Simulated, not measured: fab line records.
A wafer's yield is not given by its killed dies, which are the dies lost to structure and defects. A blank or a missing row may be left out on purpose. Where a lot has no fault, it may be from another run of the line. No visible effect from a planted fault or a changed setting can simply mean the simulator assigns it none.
Which of the tools did it? || flow n5Finfet || 10 lots, 28 wafers sampled, at 6 steps of a route of 1938

== WHAT THE GAUGES SHOWED, per wafer ==
N5_SDB_CD_MEAS_11: the cd target is 50 nm. Usual: cdNm reads 50.4 nm (standard deviation 1).
{"lot": "L572", "measured": "day 3 16:35", "on": "cdSem-03", "cdNm (nm)": "50.4 50.2 50.5", "flag": ""}
{"lot": "L573", "measured": "day 3 21:37", "on": "cdSem-02", "cdNm (nm)": "50.5 50.1 49.5", "flag": ""}
{"lot": "L578", "measured": "day 5 02:57", "on": "cdSem-01", "cdNm (nm)": "50.0 50.6 50.7", "flag": ""}
{"lot": "L583", "measured": "day 6 13:22", "on": "cdSem-03", "cdNm (nm)": "50.9 50.1 51.9", "flag": ""}
{"lot": "L586", "measured": "day 7 04:50", "on": "cdSem-03", "cdNm (nm)": "49.1 50.2", "flag": ""}
{"lot": "L587", "measured": "day 7 12:36", "on": "cdSem-01", "cdNm (nm)": "49.2 48.5", "flag": ""}
{"lot": "L588", "measured": "day 7 16:52", "on": "cdSem-02", "cdNm (nm)": "50.0 49.7 49.8", "flag": ""}
{"lot": "L589", "measured": "day 8 01:48", "on": "cdSem-03", "cdNm (nm)": "49.6 51.1 50.5", "flag": ""}
{"lot": "L593", "measured": "day 8 23:13", "on": "cdSem-01", "cdNm (nm)": "50.4 51.3 50.2", "flag": ""}
{"lot": "L595", "measured": "day 9 10:30", "on": "cdSem-02", "cdNm (nm)": "50.1 51.6 50.7", "flag": ""}

N5_BEOL_M4_RC_MEAS_101. Usual: DIBL_N 36.5 mV/V, standard deviation 1.4; DIBL_P 36.9 mV/V, standard deviation 1.7; IOFF_N 0.163 nA/um, standard deviation 0.023; IOFF_P 0.22 nA/um, standard deviation 0.032; ION_N 673 uA/um, standard deviation 9; ION_P 462 uA/um, standard deviation 7.5; SS_N 71.6 mV/dec, standard deviation 0.54; SS_P 73.4 mV/dec, standard deviation 0.62; VT_N 249.8 mV, standard deviation 2.8; VT_P -250 mV, standard deviation 3.5.
{"lot": "L572", "measured": "day 7 20:49", "on": "prober-02", "DIBL_N (mV/V)": "35.6 36.6 35.5", "DIBL_P (mV/V)": "35.4 36.4 35.4", "IOFF_N (nA/um)": "0.143 0.167 0.149", "IOFF_P (nA/um)": "0.19 0.20 0.19", "ION_N (uA/um)": "663 665 674", "ION_P (uA/um)": "459 450 461", "SS_N (mV/dec)": "71.8 72.1 71.7", "SS_P (mV/dec)": "73.3 73.2 72.7", "VT_N (mV)": "252.3 249.5 251.7", "VT_P (mV)": "-255 -253 -255", "flag": ""}
{"lot": "L573", "measured": "day 7 23:18", "on": "prober-01", "DIBL_N (mV/V)": "35.0 37.3 36.1", "DIBL_P (mV/V)": "35.9 38.7 37.2", "IOFF_N (nA/um)": "0.143 0.184 0.163", "IOFF_P (nA/um)": "0.21 0.26 0.23", "ION_N (uA/um)": "657 680 663", "ION_P (uA/um)": "457 468 460", "SS_N (mV/dec)": "71.2 71.9 72.0", "SS_P (mV/dec)": "73.6 74.2 73.8", "VT_N (mV)": "253.3 247.2 250.5", "VT_P (mV)": "-248 -245 -249", "flag": ""}
{"lot": "L578", "measured": "day 9 05:38", "on": "prober-01", "DIBL_N (mV/V)": "35.7 37.9 37.6", "DIBL_P (mV/V)": "35.3 38.6 37.6", "IOFF_N (nA/um)": "0.135 0.182 0.172", "IOFF_P (nA/um)": "0.19 0.24 0.22", "ION_N (uA/um)": "663 680 689", "ION_P (uA/um)": "459 464 470", "SS_N (mV/dec)": "71.3 71.5 71.0", "SS_P (mV/dec)": "73.8 74.6 74.1", "VT_N (mV)": "253.6 247.2 249.3", "VT_P (mV)": "-253 -248 -251", "flag": ""}
{"lot": "L583", "measured": "day 11 06:55", "on": "prober-02", "DIBL_N (mV/V)": "37.1 36.3 36.3", "DIBL_P (mV/V)": "38.5 37.9 36.7", "IOFF_N (nA/um)": "0.184 0.174 0.162", "IOFF_P (nA/um)": "0.22 0.21 0.20", "ION_N (uA/um)": "680 664 667", "ION_P (uA/um)": "458 456 450", "SS_N (mV/dec)": "71.3 72.3 72.1", "SS_P (mV/dec)": "74.1 73.2 73.7", "VT_N (mV)": "245.7 247.0 249.6", "VT_P (mV)": "-253 -251 -253", "flag": ""}
{"lot": "L586", "measured": "day 11 18:47", "on": "prober-02", "DIBL_N (mV/V)": "36.8 38.4", "DIBL_P (mV/V)": "37.7 39.3", "IOFF_N (nA/um)": "0.165 0.190", "IOFF_P (nA/um)": "0.23 0.27", "ION_N (uA/um)": "676 678", "ION_P (uA/um)": "463 470", "SS_N (mV/dec)": "71.1 71.7", "SS_P (mV/dec)": "74.2 73.5", "VT_N (mV)": "250.1 249.8", "VT_P (mV)": "-249 -246", "flag": ""}
{"lot": "L587", "measured": "day 11 10:32", "on": "prober-01", "DIBL_N (mV/V)": "37.3 36.1", "DIBL_P (mV/V)": "38.5 36.6", "IOFF_N (nA/um)": "0.196 0.161", "IOFF_P (nA/um)": "0.24 0.22", "ION_N (uA/um)": "682 687", "ION_P (uA/um)": "462 469", "SS_N (mV/dec)": "71.8 70.9", "SS_P (mV/dec)": "74.2 74.0", "VT_N (mV)": "245.1 248.7", "VT_P (mV)": "-249 -249", "flag": ""}
{"lot": "L588", "measured": "day 12 08:54", "on": "prober-02", "DIBL_N (mV/V)": "38.2 35.8 35.6", "DIBL_P (mV/V)": "39.0 36.5 35.4", "IOFF_N (nA/um)": "0.202 0.160 0.148", "IOFF_P (nA/um)": "0.26 0.21 0.19", "ION_N (uA/um)": "680 660 676", "ION_P (uA/um)": "470 454 460", "SS_N (mV/dec)": "71.1 71.4 71.3", "SS_P (mV/dec)": "73.4 72.9 73.3", "VT_N (mV)": "245.6 248.4 250.4", "VT_P (mV)": "-246 -249 -252", "flag": ""}
{"lot": "L589", "measured": "day 12 12:41", "on": "prober-02", "DIBL_N (mV/V)": "36.8 36.8 37.8", "DIBL_P (mV/V)": "38.5 38.7 40.1", "IOFF_N (nA/um)": "0.174 0.182 0.198", "IOFF_P (nA/um)": "0.21 0.24 0.25", "ION_N (uA/um)": "686 684 688", "ION_P (uA/um)": "462 470 467", "SS_N (mV/dec)": "71.9 71.7 72.4", "SS_P (mV/dec)": "73.5 73.6 73.6", "VT_N (mV)": "247.8 248.8 244.6", "VT_P (mV)": "-251 -248 -246", "flag": ""}
{"lot": "L593", "measured": "day 13 19:39", "on": "prober-01", "DIBL_N (mV/V)": "32.4 33.6 33.5", "DIBL_P (mV/V)": "32.4 34.1 33.6", "IOFF_N (nA/um)": "0.116 0.125 0.126", "IOFF_P (nA/um)": "0.17 0.18 0.17", "ION_N (uA/um)": "662 672 670", "ION_P (uA/um)": "457 472 458", "SS_N (mV/dec)": "70.1 70.4 70.2", "SS_P (mV/dec)": "72.2 72.7 72.0", "VT_N (mV)": "252.3 252.2 247.5", "VT_P (mV)": "-253 -251 -254", "flag": ""}
{"lot": "L595", "measured": "day 13 15:49", "on": "prober-02", "DIBL_N (mV/V)": "37.3 38.3 37.7", "DIBL_P (mV/V)": "36.0 37.0 35.6", "IOFF_N (nA/um)": "0.184 0.213 0.183", "IOFF_P (nA/um)": "0.25 0.29 0.25", "ION_N (uA/um)": "675 673 673", "ION_P (uA/um)": "464 460 462", "SS_N (mV/dec)": "71.8 71.7 72.7", "SS_P (mV/dec)": "73.7 74.9 74.1", "VT_N (mV)": "246.7 245.4 249.9", "VT_P (mV)": "-246 -246 -247", "flag": ""}

== EACH LOT AND THE TOOL THAT RAN IT (in order: tool; ch and the chambers of the sampled wafers; start) ==
{"lot": "L572", "N5_SD_EPI_P_STRIP_40": "plasmaAsher-01 ch 0,1, day 3 06:12", "N5_ILD0_CMP_07": "cmp-01 ch 0,1, day 3 12:34", "N5_ILD0_ALD_15": "aldSin-01 ch 0,1, day 3 13:34", "N5_ILD0_CMP_12": "cmp-04 ch 1,3, day 3 15:47"}
{"lot": "L573", "N5_SD_EPI_P_STRIP_40": "plasmaAsher-02 ch 0,1, day 3 11:13", "N5_ILD0_CMP_07": "cmp-03 ch 0,2,3, day 3 17:40", "N5_ILD0_ALD_15": "aldSin-03 ch 0,2,3, day 3 18:36", "N5_ILD0_CMP_12": "cmp-03 ch 0,1,2, day 3 20:49"}
{"lot": "L578", "N5_SD_EPI_P_STRIP_40": "plasmaAsher-02 ch 0,1, day 4 16:11", "N5_ILD0_CMP_07": "cmp-01 ch 0,2,3, day 4 22:56", "N5_ILD0_ALD_15": "aldSin-01 ch 0,2,3, day 4 23:56", "N5_ILD0_CMP_12": "cmp-01 ch 1,2,3, day 5 02:08"}
{"lot": "L583", "N5_SD_EPI_P_STRIP_40": "plasmaAsher-02 ch 0,1, day 6 01:48", "N5_ILD0_CMP_07": "cmp-01 ch 0,1,2, day 6 09:17", "N5_ILD0_ALD_15": "aldSin-01 ch 0,1,3, day 6 10:29", "N5_ILD0_CMP_12": "cmp-01 ch 0,1,2, day 6 12:43"}
{"lot": "L586", "N5_SD_EPI_P_STRIP_40": "plasmaAsher-02 ch 0,1, day 6 17:17", "N5_ILD0_CMP_07": "cmp-04 ch 1,3, day 6 23:50", "N5_ILD0_ALD_15": "aldSin-01 ch 0,1, day 7 00:52", "N5_ILD0_CMP_12": "cmp-04 ch 0,1, day 7 04:09"}
{"lot": "L587", "N5_SD_EPI_P_STRIP_40": "plasmaAsher-02 ch 0,1, day 7 02:12", "N5_ILD0_CMP_07": "cmp-04 ch 0,1, day 7 08:37", "N5_ILD0_ALD_15": "aldSin-01 ch 2,3, day 7 09:35", "N5_ILD0_CMP_12": "cmp-01 ch 0,3, day 7 11:47"}
{"lot": "L588", "N5_SD_EPI_P_STRIP_40": "plasmaAsher-02 ch 0,1, day 7 06:23", "N5_ILD0_CMP_07": "cmp-03 ch 0,1,2, day 7 12:50", "N5_ILD0_ALD_15": "aldSin-02 ch 1,2,3, day 7 13:51", "N5_ILD0_CMP_12": "cmp-03 ch 0,2,3, day 7 16:05"}
{"lot": "L589", "N5_SD_EPI_P_STRIP_40": "plasmaAsher-01 ch 0,1, day 7 15:06", "N5_ILD0_CMP_07": "cmp-01 ch 0,1,2, day 7 21:47", "N5_ILD0_ALD_15": "aldSin-03 ch 1,3, day 7 22:55", "N5_ILD0_CMP_12": "cmp-01 ch 1,2,3, day 8 01:11"}
{"lot": "L593", "N5_SD_EPI_P_STRIP_40": "plasmaAsher-02 ch 0, day 8 12:23", "N5_ILD0_CMP_07": "cmp-01 ch 2,3, day 8 19:01", "N5_ILD0_ALD_15": "aldSin-02 ch 1,2,3, day 8 20:14", "N5_ILD0_CMP_12": "cmp-04 ch 1,2,3, day 8 22:34"}
{"lot": "L595", "N5_SD_EPI_P_STRIP_40": "plasmaAsher-01 ch 0,1, day 9 00:01", "N5_ILD0_CMP_07": "cmp-04 ch 0,1,3, day 9 06:41", "N5_ILD0_ALD_15": "aldSin-03 ch 1,2, day 9 07:37", "N5_ILD0_CMP_12": "cmp-04 ch 0,2,3, day 9 09:53"}
- N5_SD_EPI_P_STRIP_40: strips in N2/H2.
- N5_ILD0_CMP_07: polishes SiO2 flowable, stops on poly-Si, t overpolish 1.18 s, target thk 138.88 nm.
- N5_ILD0_ALD_15: deposits SiNx, target thk 24 nm, pulse time 1 s, ald cycles 480.
- N5_ILD0_CMP_12: polishes SiNx, stops on poly-Si, t overpolish 6 s, target thk 17.67 nm.

== AS READ BY THE TOOLS THEMSELVES (means over the sampled wafers that have a number; for cases with no such wafer, the mark the record gives instead) ==
N5_SD_EPI_P_STRIP_40. Usual: drypumpMotorCurrentA 5.56 A, standard deviation 0.18; heaterPowerW 346 W, standard deviation 26; oesProductAu 0.762 a.u., standard deviation 0.0098.
{"lot": "L572", "tool": "plasmaAsher-01", "drypumpMotorCurrentA (A)": 5.63, "heaterPowerW (W)": 365, "oesProductAu (a.u.)": 0.768, "flag": ""}
{"lot": "L573", "tool": "plasmaAsher-02", "drypumpMotorCurrentA (A)": 5.63, "heaterPowerW (W)": 334, "oesProductAu (a.u.)": 0.759, "flag": ""}
{"lot": "L578", "tool": "plasmaAsher-02", "drypumpMotorCurrentA (A)": 5.61, "heaterPowerW (W)": 338, "oesProductAu (a.u.)": 0.756, "flag": ""}
{"lot": "L583", "tool": "plasmaAsher-02", "drypumpMotorCurrentA (A)": 5.61, "heaterPowerW (W)": 343, "oesProductAu (a.u.)": 0.757, "flag": ""}
{"lot": "L586", "tool": "plasmaAsher-02", "drypumpMotorCurrentA (A)": 5.56, "heaterPowerW (W)": 342, "oesProductAu (a.u.)": 0.765, "flag": ""}
{"lot": "L587", "tool": "plasmaAsher-02", "drypumpMotorCurrentA (A)": 5.56, "heaterPowerW (W)": 341, "oesProductAu (a.u.)": 0.759, "flag": ""}
{"lot": "L588", "tool": "plasmaAsher-02", "drypumpMotorCurrentA (A)": 5.62, "heaterPowerW (W)": 338, "oesProductAu (a.u.)": 0.764, "flag": ""}
{"lot": "L589", "tool": "plasmaAsher-01", "drypumpMotorCurrentA (A)": 5.52, "heaterPowerW (W)": 340, "oesProductAu (a.u.)": 0.762, "flag": ""}
{"lot": "L593", "tool": "plasmaAsher-02", "drypumpMotorCurrentA (A)": 5.38, "heaterPowerW (W)": 340, "oesProductAu (a.u.)": 0.773, "flag": ""}
{"lot": "L595", "tool": "plasmaAsher-01", "drypumpMotorCurrentA (A)": 5.48, "heaterPowerW (W)": 346, "oesProductAu (a.u.)": 0.758, "flag": ""}

N5_ILD0_CMP_07. Usual: headPressurePsi 4.147 psi, standard deviation 0.0088; motorCurrentA 12.1 A, standard deviation 1.4.
{"lot": "L572", "tool": "cmp-01", "headPressurePsi (psi)": 4.140, "motorCurrentA (A)": 10.2, "flag": ""}
{"lot": "L573", "tool": "cmp-03", "headPressurePsi (psi)": 4.146, "motorCurrentA (A)": 12.5, "flag": ""}
{"lot": "L578", "tool": "cmp-01", "headPressurePsi (psi)": 4.154, "motorCurrentA (A)": 11.5, "flag": ""}
{"lot": "L583", "tool": "cmp-01", "headPressurePsi (psi)": 4.144, "motorCurrentA (A)": 10.6, "flag": ""}
{"lot": "L586", "tool": "cmp-04", "headPressurePsi (psi)": 4.157, "motorCurrentA (A)": 11.0, "flag": ""}
{"lot": "L587", "tool": "cmp-04", "headPressurePsi (psi)": 4.144, "motorCurrentA (A)": 11.7, "flag": ""}
{"lot": "L588", "tool": "cmp-03", "headPressurePsi (psi)": 4.157, "motorCurrentA (A)": 12.8, "flag": ""}
{"lot": "L589", "tool": "cmp-01", "headPressurePsi (psi)": 4.142, "motorCurrentA (A)": 10.8, "flag": ""}
{"lot": "L593", "tool": "cmp-01", "headPressurePsi (psi)": 4.146, "motorCurrentA (A)": 12.4, "flag": ""}
{"lot": "L595", "tool": "cmp-04", "headPressurePsi (psi)": 4.143, "motorCurrentA (A)": 11.6, "flag": ""}

N5_ILD0_ALD_15. Usual: heaterPowerW 887 W, standard deviation 80; precursorPulseHeightRel 1.001, standard deviation 0.019.
{"lot": "L572", "tool": "aldSin-01", "heaterPowerW (W)": 861, "precursorPulseHeightRel": 1.000, "flag": ""}
{"lot": "L573", "tool": "aldSin-03", "heaterPowerW (W)": 858, "precursorPulseHeightRel": 1.007, "flag": ""}
{"lot": "L578", "tool": "aldSin-01", "heaterPowerW (W)": 923, "precursorPulseHeightRel": 1.002, "flag": ""}
{"lot": "L583", "tool": "aldSin-01", "heaterPowerW (W)": 898, "precursorPulseHeightRel": 0.991, "flag": ""}
{"lot": "L586", "tool": "aldSin-01", "heaterPowerW (W)": 848, "precursorPulseHeightRel": 1.018, "flag": ""}
{"lot": "L587", "tool": "aldSin-01", "heaterPowerW (W)": 979, "precursorPulseHeightRel": 1.013, "flag": ""}
{"lot": "L588", "tool": "aldSin-02", "heaterPowerW (W)": 887, "precursorPulseHeightRel": 0.994, "flag": ""}
{"lot": "L589", "tool": "aldSin-03", "heaterPowerW (W)": 980, "precursorPulseHeightRel": 0.998, "flag": ""}
{"lot": "L593", "tool": "aldSin-02", "heaterPowerW (W)": 886, "precursorPulseHeightRel": 0.974, "flag": ""}
{"lot": "L595", "tool": "aldSin-03", "heaterPowerW (W)": 905, "precursorPulseHeightRel": 0.998, "flag": ""}

N5_ILD0_CMP_12. Usual: headPressurePsi 2.501 psi, standard deviation 0.006; motorCurrentA 8.9 A, standard deviation 1.2; timeToEndpointS 28.3 s, standard deviation 2.2.
{"lot": "L572", "tool": "cmp-04", "headPressurePsi (psi)": 2.500, "motorCurrentA (A)": 8.3, "timeToEndpointS (s)": 28.3, "flag": ""}
{"lot": "L573", "tool": "cmp-03", "headPressurePsi (psi)": 2.496, "motorCurrentA (A)": 9.6, "timeToEndpointS (s)": 31.8, "flag": ""}
{"lot": "L578", "tool": "cmp-01", "headPressurePsi (psi)": 2.508, "motorCurrentA (A)": 8.3, "timeToEndpointS (s)": 27.6, "flag": ""}
{"lot": "L583", "tool": "cmp-01", "headPressurePsi (psi)": 2.499, "motorCurrentA (A)": 7.8, "timeToEndpointS (s)": 26.9, "flag": ""}
{"lot": "L586", "tool": "cmp-04", "headPressurePsi (psi)": 2.507, "motorCurrentA (A)": 8.4, "timeToEndpointS (s)": 23.6, "flag": ""}
{"lot": "L587", "tool": "cmp-01", "headPressurePsi (psi)": 2.502, "motorCurrentA (A)": 8.8, "timeToEndpointS (s)": 23.3, "flag": ""}
{"lot": "L588", "tool": "cmp-03", "headPressurePsi (psi)": 2.501, "motorCurrentA (A)": 9.5, "timeToEndpointS (s)": 27.7, "flag": ""}
{"lot": "L589", "tool": "cmp-01", "headPressurePsi (psi)": 2.500, "motorCurrentA (A)": 8.3, "timeToEndpointS (s)": 26.8, "flag": ""}
{"lot": "L593", "tool": "cmp-04", "headPressurePsi (psi)": 2.499, "motorCurrentA (A)": 9.4, "timeToEndpointS (s)": 28.8, "flag": ""}
{"lot": "L595", "tool": "cmp-04", "headPressurePsi (psi)": 2.503, "motorCurrentA (A)": 9.3, "timeToEndpointS (s)": 29.5, "flag": ""}

== THE ANSWER, worked out from the rows above alone ==
Rule: take the mean of a lot's wafers that have a number; if it is more than 3 standard deviations from the usual mean, the lot is off. A lot without any number at a reading at which 4 lots or more have one is off too. Where the step has rows for the other lots, those lots are counted as sound. After the gauges, taken in route order, come the tools' own readings; for these a lot's mean is taken, as printed above. The first step at which some lot is off is used, and at that step the reading that is off furthest; a lot without a number counts as furthest.
Nothing can be told from this: no lot is off at any reading shown.

== WHAT HAD BEEN PUT IN BY THE SIMULATOR ==
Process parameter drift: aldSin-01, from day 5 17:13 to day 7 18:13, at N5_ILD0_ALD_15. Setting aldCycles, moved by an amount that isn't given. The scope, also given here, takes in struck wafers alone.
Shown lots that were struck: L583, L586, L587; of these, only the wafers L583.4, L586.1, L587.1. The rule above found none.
